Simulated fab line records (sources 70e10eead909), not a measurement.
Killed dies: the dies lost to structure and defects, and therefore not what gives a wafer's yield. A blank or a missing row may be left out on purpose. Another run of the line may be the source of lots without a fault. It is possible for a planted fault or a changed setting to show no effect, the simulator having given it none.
Matching of chambers :: flow nand harc :: NHARC_A_WL_FILL_ALD_00 on ald hk-01: 4 sister chambers
The step deposits Al2O3, target thk 3 nm, pulse time 3 s, ald cycles 30. 22 wafers are shown with their chamber, then 11 later ones without.

## WAFERS, EACH WITH ITS CHAMBER
wafer: L077.3
chamber: 3
heater power w (W): 473
precursor pulse height rel: 0.957

wafer: L077.4
chamber: 0
heater power w (W): 447
precursor pulse height rel: 1.004

wafer: L077.5
chamber: 1
heater power w (W): 567
precursor pulse height rel: 0.983

wafer: L079.1
chamber: 0
heater power w (W): 465
precursor pulse height rel: 1.017

wafer: L079.2
chamber: 1
heater power w (W): 561
precursor pulse height rel: 1.032

wafer: L079.4
chamber: 3
heater power w (W): 470
precursor pulse height rel: 1.032

wafer: L081.1
chamber: 3
heater power w (W): 486
precursor pulse height rel: 1.006

wafer: L081.2
chamber: 0
heater power w (W): 460
precursor pulse height rel: 0.965

wafer: L081.5
chamber: 1
heater power w (W): 555
precursor pulse height rel: 1.003

wafer: L080.3
chamber: 2
heater power w (W): 370
precursor pulse height rel: 1.019

wafer: L080.4
chamber: 1
heater power w (W): 570
precursor pulse height rel: 1.016

wafer: L080.6
chamber: 3
heater power w (W): 462
precursor pulse height rel: 1.008

wafer: L082.2
chamber: 0
heater power w (W): 449
precursor pulse height rel: 1.001

wafer: L082.3
chamber: 3
heater power w (W): 472
precursor pulse height rel: 0.972

wafer: L082.4
chamber: 1
heater power w (W): 557
precursor pulse height rel: 1.016

wafer: L083.2
chamber: 0
heater power w (W): 457
precursor pulse height rel: 0.979

wafer: L083.3
chamber: 2
heater power w (W): 378
precursor pulse height rel: 1.006

wafer: L083.6
chamber: 3
heater power w (W): 476
precursor pulse height rel: 1.021

wafer: L085.1
chamber: 1
heater power w (W): 575
precursor pulse height rel: 1.006

wafer: L085.3
chamber: 0
heater power w (W): 459
precursor pulse height rel: 0.991

wafer: L085.6
chamber: 3
heater power w (W): 466
precursor pulse height rel: 1.002

wafer: L087.2
chamber: 2
heater power w (W): 377
precursor pulse height rel: 1.004

SIGNATURES (averages over the wafers above)
reading: heater power w
chamber 0: 456.17
chamber 1: 564.17
chamber 2: 375.00
chamber 3: 472.14
scatter within a chamber: 7.2

reading: precursor pulse height rel
chamber 0: 0.99283
chamber 1: 1.00933
chamber 2: 1.00967
chamber 3: 0.99971
scatter within a chamber: 0.0203
Rule: for each reading, subtract the chamber's mean from the wafer's reading, divide by that reading's scatter and square the result; add these up over the readings and take the root, which gives the wafer's distance from the chamber. If the next closest chamber is less than 2 further off than the closest, the wafer can't be placed; otherwise it belongs to the closest. The scatter: take each reading less its chamber's mean, square it, sum over the shown wafers, divide by the number of wafers less the number of chambers, and take the root.

## WAFERS MISSING THEIR CHAMBER
wafer: L087.3
heater power w (W): 453
precursor pulse height rel: 0.999

wafer: L087.4
heater power w (W): 478
precursor pulse height rel: 1.028

wafer: L090.1
heater power w (W): 476
precursor pulse height rel: 1.018

wafer: L090.4
heater power w (W): 458
precursor pulse height rel: 1.000

wafer: L090.5
heater power w (W): 466
precursor pulse height rel: 0.968

wafer: L094.1
heater power w (W): 514
precursor pulse height rel: 0.976

wafer: L094.2
heater power w (W): 377
precursor pulse height rel: 1.001

wafer: L094.3
heater power w (W): 453
precursor pulse height rel: 0.970

wafer: L094.4
heater power w (W): 484
precursor pulse height rel: 1.000

wafer: L094.5
heater power w (W): 458
precursor pulse height rel: 1.000

wafer: L094.6
heater power w (W): 496
precursor pulse height rel: 0.994

## CHAMBER TAKEN BY EACH
wafer: L087.3
from the rows above: 0
in truth: 0

wafer: L087.4
from the rows above: can't be placed: 3 or 0
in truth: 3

wafer: L090.1
from the rows above: can't be placed: 3 or 0
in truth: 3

wafer: L090.4
from the rows above: can't be placed: 0 or 3
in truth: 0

wafer: L090.5
from the rows above: can't be placed: 3 or 0
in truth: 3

wafer: L094.1
from the rows above: can't be placed: 3 or 1
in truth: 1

wafer: L094.2
from the rows above: 2
in truth: 2

wafer: L094.3
from the rows above: can't be placed: 0 or 3
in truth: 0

wafer: L094.4
from the rows above: 3
in truth: 3

wafer: L094.5
from the rows above: can't be placed: 0 or 3
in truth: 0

wafer: L094.6
from the rows above: 3
in truth: 3
Placed correctly: 4 of 11. Not placeable from these rows: 7 (in 7, the candidates include the true chamber). 0 placed wrongly.
